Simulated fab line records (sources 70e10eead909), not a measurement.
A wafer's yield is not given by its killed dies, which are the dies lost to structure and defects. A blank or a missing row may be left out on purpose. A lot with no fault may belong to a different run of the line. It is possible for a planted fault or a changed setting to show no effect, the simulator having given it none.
Commonality check across tools | flow nandHarc | 36 wafers sampled across 12 lots

WHY IT WAS OPENED
Flagged at NHARC_A_CONTACT_INSPECT_71: reading rawDefectCount, on 2 of 12 lots. Fault-free wafers read 31, with a standard deviation of 14.
Rule: flag the lot when none of its wafers has a number, or when each of its wafers that has one lies beyond 4 standard deviations from that mean. The other lots count as sound.

lot  | measured     | on               | rawDefectCount, wafer by wafer | flag
L841 | day 17 08:35 | defectInspect-01 | 23 12 14                       | 
L842 | day 17 18:03 | defectInspect-02 | 912 934 917                    | FLAGGED
L843 | day 18 03:24 | defectInspect-02 | 995 913 955                    | FLAGGED
L852 | day 20 01:13 | defectInspect-01 | 44 36 32                       | 
L851 | day 20 02:49 | defectInspect-02 | 59 54 48                       | 
L853 | day 20 16:05 | defectInspect-02 | 38 34 48                       | 
L854 | day 21 07:42 | defectInspect-02 | 19 17 14                       | 
L855 | day 21 08:04 | defectInspect-01 | 54 48 54                       | 
L858 | day 21 22:08 | defectInspect-01 | 12 33 26                       | 
L856 | day 22 00:57 | defectInspect-01 | 59 56 49                       | 
L857 | day 22 07:25 | defectInspect-02 | 40 33 44                       | 
L859 | day 23 03:50 | defectInspect-01 | 19 27 20                       | 
Average over the flagged lots: 938; offset from the usual +907, equal to +65 standard deviations.

EACH LOT AND THE TOOL IT RAN ON
2 process steps preceding the reading are held in the record, out of 1159 steps in the route. Each cell gives the tool, then ch followed by the chambers the sampled wafers passed through, then the start.
lot  | flag    | NHARC_A_CONTACT_STRIP_55                     | NHARC_A_CONTACT_DEP_58
L841 |         | rieDiel-11 ch 0,1,3, day 17 07:47 or earlier | pecvd-03 ch 0,2, day 17 07:47
L842 | FLAGGED | rieDiel-11 ch 0,1, day 17 17:12 or earlier   | pecvd-03 ch 1,2, day 17 17:12
L843 | FLAGGED | rieDiel-08 ch 0,3, day 18 02:43 or earlier   | pecvd-03 ch 0,1,2, day 18 02:43
L852 |         | rieDiel-08 ch 0,2,3, day 20 00:22 or earlier | pecvd-01 ch 0,1,2, day 20 00:22
L851 |         | rieDiel-10 ch 0,2, day 20 02:09 or earlier   | pecvd-04 ch 0,1,2, day 20 02:09
L853 |         | rieDiel-08 ch 0,1,2, day 20 15:22 or earlier | pecvd-04 ch 0,1,2, day 20 15:22
L854 |         | rieDiel-10 ch 0,1,3, day 21 07:01 or earlier | pecvd-03 ch 1,2, day 21 07:01
L855 |         | rieDiel-11 ch 0,1, day 21 07:24 or earlier   | pecvd-03 ch 0,2, day 21 07:24
L858 |         | rieDiel-08 ch 0,1,2, day 21 21:27 or earlier | pecvd-01 ch 0,1, day 21 21:27
L856 |         | rieDiel-08 ch 0,1,3, day 22 00:06 or earlier | pecvd-03 ch 0,1,2, day 22 00:06
L857 |         | rieDiel-11 ch 0,1,2, day 22 06:36 or earlier | pecvd-01 ch 0,1, day 22 06:36
L859 |         | rieDiel-10 ch 0,1,3, day 23 02:58 or earlier | pecvd-01 ch 1,2, day 23 02:58
What these steps do:
- NHARC_A_CONTACT_STRIP_55: strips in O2.
- NHARC_A_CONTACT_DEP_58: deposits SiON, target thk 60 nm.
- NHARC_A_CONTACT_INSPECT_71

FLAGGED AGAINST TOTAL, ONE TOOL AT A TIME (gauges that did the reading follow at the end)
step                       | tool             | lots run | flagged | share of the flagged lots | sound lots run after its first flagged lot
NHARC_A_CONTACT_STRIP_55   | rieDiel-08       | 5        | 1       | some                      | 4 (L852,L853,L858,L856)
NHARC_A_CONTACT_STRIP_55   | rieDiel-10       | 3        | 0       | none                      | -
NHARC_A_CONTACT_STRIP_55   | rieDiel-11       | 4        | 1       | some                      | 2 (L855,L857)
NHARC_A_CONTACT_DEP_58     | pecvd-01         | 4        | 0       | none                      | -
NHARC_A_CONTACT_DEP_58     | pecvd-03         | 6        | 2       | all                       | 3 (L854,L855,L856)
NHARC_A_CONTACT_DEP_58     | pecvd-04         | 2        | 0       | none                      | -
NHARC_A_CONTACT_INSPECT_71 | defectInspect-01 | 6        | 0       | none                      | -
NHARC_A_CONTACT_INSPECT_71 | defectInspect-02 | 6        | 2       | all                       | 4 (L851,L853,L854,L857)
NHARC_A_CONTACT_STRIP_55 gives no start for some lots, so the hours and the order of its lots are those of NHARC_A_CONTACT_DEP_58.

THE TABLE: WHAT IT ALLOWS
In 2 table rows, all flagged lots were run: pecvd-03 (NHARC_A_CONTACT_DEP_58), defectInspect-02 (NHARC_A_CONTACT_INSPECT_71).
- pecvd-03 at NHARC_A_CONTACT_DEP_58 ran 6 lots, 2 of them flagged. Lots that were sound ran on it after the first flagged one (L854, L855, L856); a persistent fault on the entire tool would not allow that.
- defectInspect-02 at NHARC_A_CONTACT_INSPECT_71 ran 6 lots, 2 of them flagged. Lots that were sound ran on it after the first flagged one (L851, L853, L854, L857); a persistent fault on the entire tool would not allow that.
Every row of the table either missed a flagged lot or ran a sound lot after the first.

WHAT THE SIMULATOR HAD PUT IN
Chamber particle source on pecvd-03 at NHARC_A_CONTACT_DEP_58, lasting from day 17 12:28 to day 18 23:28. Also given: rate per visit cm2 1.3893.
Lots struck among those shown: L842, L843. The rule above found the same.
